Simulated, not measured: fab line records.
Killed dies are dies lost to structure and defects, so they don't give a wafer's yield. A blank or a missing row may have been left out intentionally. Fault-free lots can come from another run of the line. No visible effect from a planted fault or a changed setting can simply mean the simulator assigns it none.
Which of the tools did it? -- flow nandHarc -- 39 wafers from 13 lots sampled at 6 of the route's 1302 steps

WHAT EACH GAUGE READ, for each wafer
NHARC_A_ONON_D2_THK_MEAS_08: measures by ellipsometry. Usual: thkNm 998 nm, standard deviation 8.
lot,measured,on,thkNm (nm),flag
L793,day 12 15:37,filmMetro-01,1005 1006 1004,
L794,day 13 06:07,filmMetro-01,1006 1005 1006,
L795,day 13 06:12,filmMetro-02,1004 1002 1001,
L798,day 14 22:44,filmMetro-02,990 990 991,
L799,day 15 05:21,filmMetro-02,996 999 996,
L801,day 15 14:52,filmMetro-02,990 991 989,
L802,day 16 18:03,filmMetro-01,996 995 993,
L803,day 16 21:31,filmMetro-01,993 991 994,
L807,day 18 21:44,filmMetro-01,1008 1008 1008,
L810,day 19 03:26,filmMetro-01,1005 1004 1006,
L814,day 21 12:43,filmMetro-01,995 994 992,
L816,day 22 00:47,filmMetro-01,1017 1018 1015,
L815,day 22 00:43,filmMetro-01,996 996 997,

NHARC_A_ONON_D2_THK_MEAS_11: measures by ellipsometry. Usual: thkNm 997 nm, standard deviation 10.
lot,measured,on,thkNm (nm),flag
L793,day 12 16:11,filmMetro-01,974 975 977,
L794,day 13 06:41,filmMetro-02,998 1001 998,
L795,day 13 06:46,filmMetro-01,1001 1001 1002,
L798,day 14 23:19,filmMetro-02,1005 1006 1007,
L799,day 15 05:55,filmMetro-01,993 993 994,
L801,day 15 15:26,filmMetro-01,994 996 996,
L802,day 16 18:37,filmMetro-01,1008 1008 1009,
L803,day 16 22:05,filmMetro-01,980 980 981,
L807,day 18 22:19,filmMetro-02,1058 1057 1056,OFF
L810,day 19 04:00,filmMetro-01,1066 1066 1066,OFF
L814,day 21 13:17,filmMetro-02,988 986 989,
L816,day 22 01:21,filmMetro-02,1005 1003 1002,
L815,day 22 01:17,filmMetro-01,999 1000 998,

NHARC_END_SORT_01. Usual: killedAtArray 52, standard deviation 20; killedAtOther 1.0, standard deviation 1.3; killedAtPeriphery 3.7, standard deviation 2.2; killedDies 57, standard deviation 20; killedOpen 3.2, standard deviation 1.6; killedShort 2.4, standard deviation 1.6.
lot,measured,on,killedAtArray,killedAtOther,killedAtPeriphery,killedDies,killedOpen,killedShort,flag
L807,day 30 17:19,prober-02,675 666 673,0 0 0,2 10 4,677 676 677,1 4 4,0 4 2,OFF
L810,day 31 07:44,prober-01,670 667 669,1 0 0,6 10 8,677 677 677,3 5 2,1 4 3,OFF

WHICH TOOL RAN EACH LOT (tool, then ch and the chambers of the sampled wafers, then the start)
lot,NHARC_A_DECK1_JOINT_CMP_02,NHARC_A_DECK1_JOINT_DEP_16,NHARC_A_ONON_D2_DEP_09
L793,"cmp-04 ch 0,1,2, day 12 13:14","pecvd-02 ch 0,2, day 12 13:34","pecvdOnon-02 ch 0, day 12 15:40"
L794,"cmp-04 ch 2,3, day 13 03:42","pecvd-02 ch 0,2, day 13 04:07","pecvdOnon-02 ch 0, day 13 06:17"
L795,"cmp-02 ch 0,1,3, day 13 03:50","pecvd-03 ch 0,2, day 13 04:11","pecvdOnon-01 ch 0, day 13 06:19"
L798,"cmp-03 ch 0,1,3, day 14 20:23","pecvd-03 ch 0,1, day 14 20:45","pecvdOnon-03 ch 0, day 14 22:48"
L799,"cmp-02 ch 0,1,2, day 15 02:59","pecvd-03 ch 0,1,2, day 15 03:20","pecvdOnon-02 ch 0, day 15 05:25"
L801,"cmp-03 ch 0,3, day 15 12:28","pecvd-04 ch 0,2, day 15 12:52","pecvdOnon-02 ch 0, day 15 14:58"
L802,"cmp-02 ch 0,1,2, day 16 15:39","pecvd-02 ch 0,2, day 16 16:03","pecvdOnon-03 ch 0, day 16 18:10"
L803,"cmp-03 ch 0,3, day 16 19:06","pecvd-03 ch 0,1, day 16 19:31","pecvdOnon-02 ch 0, day 16 21:42"
L807,"cmp-03 ch 0,2,3, day 18 19:19","pecvd-04 ch 0,1,2, day 18 19:42","pecvdOnon-03 ch 0, day 18 21:55"
L810,"cmp-04 ch 0,2, day 19 01:02","pecvd-04 ch 0,1,2, day 19 01:25","pecvdOnon-03 ch 0, day 19 03:33"
L814,"cmp-04 ch 1,2, day 21 10:20","pecvd-03 ch 1,2, day 21 10:45","pecvdOnon-02 ch 0, day 21 12:53"
L816,"cmp-04 ch 0,1, day 21 22:14","pecvd-02 ch 0,1,2, day 21 22:50","pecvdOnon-02 ch 0, day 22 00:57"
L815,"cmp-03 ch 1,2, day 21 22:14","pecvd-03 ch 0,1, day 21 22:41","pecvdOnon-01 ch 0, day 22 00:50"
- NHARC_A_DECK1_JOINT_CMP_02: polishes SiOx.
- NHARC_A_DECK1_JOINT_DEP_16: deposits SiO2, target thk 45 nm.
- NHARC_A_ONON_D2_DEP_09: target thk 1000 nm.

AS READ BY THE TOOLS THEMSELVES (means over the sampled wafers that have a number; for cases with no such wafer, the mark the record gives instead)
NHARC_A_DECK1_JOINT_CMP_02. Usual: motorCurrentA 12.4 A, standard deviation 0.88.
lot,tool,motorCurrentA (A),flag
L793,cmp-04,12.3,
L794,cmp-04,12.6,
L795,cmp-02,11.9,
L798,cmp-03,12.9,
L799,cmp-02,12.4,
L801,cmp-03,12.1,
L802,cmp-02,12.6,
L803,cmp-03,13.1,
L807,cmp-03,12.4,
L810,cmp-04,12.0,
L814,cmp-04,12.4,
L816,cmp-04,12.2,
L815,cmp-03,13.4,

NHARC_A_DECK1_JOINT_DEP_16. Usual: flowSccm 2650 sccm, standard deviation 8.7; heaterPowerW 536 W, standard deviation 81; throttleValvePct 15.9 %, standard deviation 0.42.
lot,tool,flowSccm (sccm),heaterPowerW (W),throttleValvePct (%),flag
L793,pecvd-02,2648,519,15.8,
L794,pecvd-02,2656,571,15.7,
L795,pecvd-03,2646,481,16.2,
L798,pecvd-03,2658,530,15.6,
L799,pecvd-03,2654,542,16.0,
L801,pecvd-04,2649,606,15.8,
L802,pecvd-02,2660,475,15.8,
L803,pecvd-03,2651,486,15.5,
L807,pecvd-04,2647,592,16.1,
L810,pecvd-04,2655,613,16.1,
L814,pecvd-03,2651,511,15.6,
L816,pecvd-02,2646,540,15.8,
L815,pecvd-03,2659,547,15.7,

THE ANSWER, worked out from the rows above alone
Rule: take the mean of a lot's wafers that have a number; if it is more than 3 standard deviations from the usual mean, the lot is off. A lot without any number at a reading at which 4 lots or more have one is off too. Where the step has rows for the other lots, those lots are counted as sound. After the gauges, taken in route order, come the tools' own readings; for these a lot's mean is taken, as printed above. The first step at which some lot is off is used, and at that step the reading that is off furthest; a lot without a number counts as furthest.
Off: L807, L810, at NHARC_A_ONON_D2_THK_MEAS_11 (thkNm).
If a tool, at a process step before that reading, ran all the lots that are off and no sound lot after the first of them, it fits. The gauges at NHARC_A_ONON_D2_THK_MEAS_11 aren't tried: what is off there is off at NHARC_END_SORT_01 too, on other tools, and a gauge's error can't cause that. Undecided on this evidence; 2 tools fit (pecvd-04 at NHARC_A_DECK1_JOINT_DEP_16, pecvdOnon-03 at NHARC_A_ONON_D2_DEP_09).

WHAT THE SIMULATOR HAD INSERTED
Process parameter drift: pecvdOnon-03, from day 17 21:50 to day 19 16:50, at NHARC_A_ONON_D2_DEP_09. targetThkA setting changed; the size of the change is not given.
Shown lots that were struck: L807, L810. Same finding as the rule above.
